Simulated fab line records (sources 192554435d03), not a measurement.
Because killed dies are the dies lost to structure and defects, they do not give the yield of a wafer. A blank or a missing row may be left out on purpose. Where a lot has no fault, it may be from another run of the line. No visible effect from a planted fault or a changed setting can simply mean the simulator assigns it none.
Split-lot trial / flow n5_finfet / route with 1938 steps; 7 lots, 21 wafers read

ON THE SPLIT
At N5_MIM_BOT_LITHO_EXPOSE_05 (exposes mask MIM BOT), the setting dose_mj was moved away from the recipe's 24.25 on 4 of the 21 wafers read, by -4.6% to +7.3%. This setting was run at the recipe's value on the other wafers.

FROM THE SPLIT TO THE READING: what the file shows between them, 2 steps
- N5_MIM_BOT_LITHO_DEVELOP_07: develop time 60 s (also split here: develop_time_s)
- N5_MIM_BOT_LITHO_HARDBAKE_09: time 120 s

THE READING
At N5_MIM_BOT_LITHO_CD_MEAS_08: cd_nm in nanometres, against a target cd of 3000 nm. Typical for fault-free wafers on this fab line: 3000.1 nm, with standard deviation 1.9 nm.

wafer=L076.2; tool, chamber at the split=krf_scanner-01, 0; dose_mj as run=24.25; against the recipe=recipe; cd_nm, nm=3000.6; against lot-mates on the recipe=-
wafer=L076.3; tool, chamber at the split=krf_scanner-01, 0; dose_mj as run=24.25; against the recipe=recipe; cd_nm, nm=3000.8; against lot-mates on the recipe=-
wafer=L076.4; tool, chamber at the split=krf_scanner-01, 0; dose_mj as run=24.25; against the recipe=recipe; cd_nm, nm=3002.3; against lot-mates on the recipe=-
wafer=L074.3; tool, chamber at the split=krf_scanner-02, 0; dose_mj as run=23.13; against the recipe=-4.6%; cd_nm, nm=2989.2; against lot-mates on the recipe=-12.4
wafer=L074.5; tool, chamber at the split=krf_scanner-02, 0; dose_mj as run=24.25; against the recipe=recipe; cd_nm, nm=3003.5; against lot-mates on the recipe=-
wafer=L074.6; tool, chamber at the split=krf_scanner-02, 0; dose_mj as run=24.25; against the recipe=recipe; cd_nm, nm=2999.7; against lot-mates on the recipe=-
wafer=L079.1; tool, chamber at the split=krf_scanner-02, 0; dose_mj as run=24.25; against the recipe=recipe; cd_nm, nm=3001.1; against lot-mates on the recipe=-
wafer=L079.4; tool, chamber at the split=krf_scanner-02, 0; dose_mj as run=24.25; against the recipe=recipe; cd_nm, nm=2996.2; against lot-mates on the recipe=-
wafer=L079.6; tool, chamber at the split=krf_scanner-02, 0; dose_mj as run=24.25; against the recipe=recipe; cd_nm, nm=3001.2; against lot-mates on the recipe=-
wafer=L083.1; tool, chamber at the split=krf_scanner-02, 0; dose_mj as run=24.25; against the recipe=recipe; cd_nm, nm=2998.4; against lot-mates on the recipe=-
wafer=L083.5; tool, chamber at the split=krf_scanner-02, 0; dose_mj as run=24.25; against the recipe=recipe; cd_nm, nm=2998.0; against lot-mates on the recipe=-
wafer=L083.6; tool, chamber at the split=krf_scanner-02, 0; dose_mj as run=24.25; against the recipe=recipe; cd_nm, nm=2999.6; against lot-mates on the recipe=-
wafer=L092.2; tool, chamber at the split=krf_scanner-02, 0; dose_mj as run=26.03; against the recipe=+7.3%; cd_nm, nm=3015.6; against lot-mates on the recipe=+14.2
wafer=L092.5; tool, chamber at the split=krf_scanner-02, 0; dose_mj as run=24.25; against the recipe=recipe; cd_nm, nm=3001.4; against lot-mates on the recipe=-
wafer=L092.6; tool, chamber at the split=krf_scanner-02, 0; dose_mj as run=26.03; against the recipe=+7.3%; cd_nm, nm=3012.2; against lot-mates on the recipe=+10.8
wafer=L088.1; tool, chamber at the split=krf_scanner-02, 0; dose_mj as run=24.25; against the recipe=recipe; cd_nm, nm=3001.1; against lot-mates on the recipe=-
wafer=L088.3; tool, chamber at the split=krf_scanner-02, 0; dose_mj as run=24.74; against the recipe=+2.0%; cd_nm, nm=3002.9; against lot-mates on the recipe=+1.3
wafer=L088.5; tool, chamber at the split=krf_scanner-02, 0; dose_mj as run=24.25; against the recipe=recipe; cd_nm, nm=3002.1; against lot-mates on the recipe=-
wafer=L095.1; tool, chamber at the split=krf_scanner-01, 0; dose_mj as run=24.25; against the recipe=recipe; cd_nm, nm=3000.5; against lot-mates on the recipe=-
wafer=L095.4; tool, chamber at the split=krf_scanner-01, 0; dose_mj as run=24.25; against the recipe=recipe; cd_nm, nm=2998.7; against lot-mates on the recipe=-
wafer=L095.5; tool, chamber at the split=krf_scanner-01, 0; dose_mj as run=24.25; against the recipe=recipe; cd_nm, nm=2998.1; against lot-mates on the recipe=-

FIT RESULTS
A straight line over all 21 wafers: cd_nm changes by +1.95 nm for each +1% of dose_mj; r = +0.94; the points scatter about the line by 1.9 nm.
The same after taking each lot's own level away (the mean of its wafers on the recipe; 21 wafers): +1.87 nm for each +1%; r = +0.94; scatter 1.7 nm.
According to that fit, moving dose_mj by its largest amount changes the reading by 14 nm.
The lots' own levels span 2998.67 to 3001.60 nm, that is 1.5 times the standard deviation above.
Consequently the slope shifts little with the lot-to-lot level, the two slopes agreeing.
Check: for one of the wafers moved furthest among these (+7.3%), held out of the fit, the line's prediction against its lot-mates is +12.6 nm. Against them it came out at +14.2 nm.

THE OTHER SPLITS THESE WAFERS WENT THROUGH
Before the reading, these wafers also passed through other splits. Each is held against what the fit with the lots' levels taken away leaves over:
other split on the same wafers=N5_BEOL_M13_COAT_58 spin_rpm; wafers away from the commonest value=6; r with cd_nm (lot level and that fit taken away)=+0.24
other split on the same wafers=N5_BEOL_M13_SPUTTER_43 time_s; wafers away from the commonest value=5; r with cd_nm (lot level and that fit taken away)=-0.11
other split on the same wafers=N5_BEOL_M14_TRENCH_ETCH_34 bias_w; wafers away from the commonest value=4; r with cd_nm (lot level and that fit taken away)=+0.03
other split on the same wafers=N5_BEOL_M15_SPUTTER_44 power_w; wafers away from the commonest value=5; r with cd_nm (lot level and that fit taken away)=-0.05
other split on the same wafers=N5_MIM_BOT_LITHO_DEVELOP_07 develop_time_s; wafers away from the commonest value=5; r with cd_nm (lot level and that fit taken away)=+0.13

FILE'S OWN FIT
cd_nm changes by +1.92 nm for each +1% of dose_mj, r = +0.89.
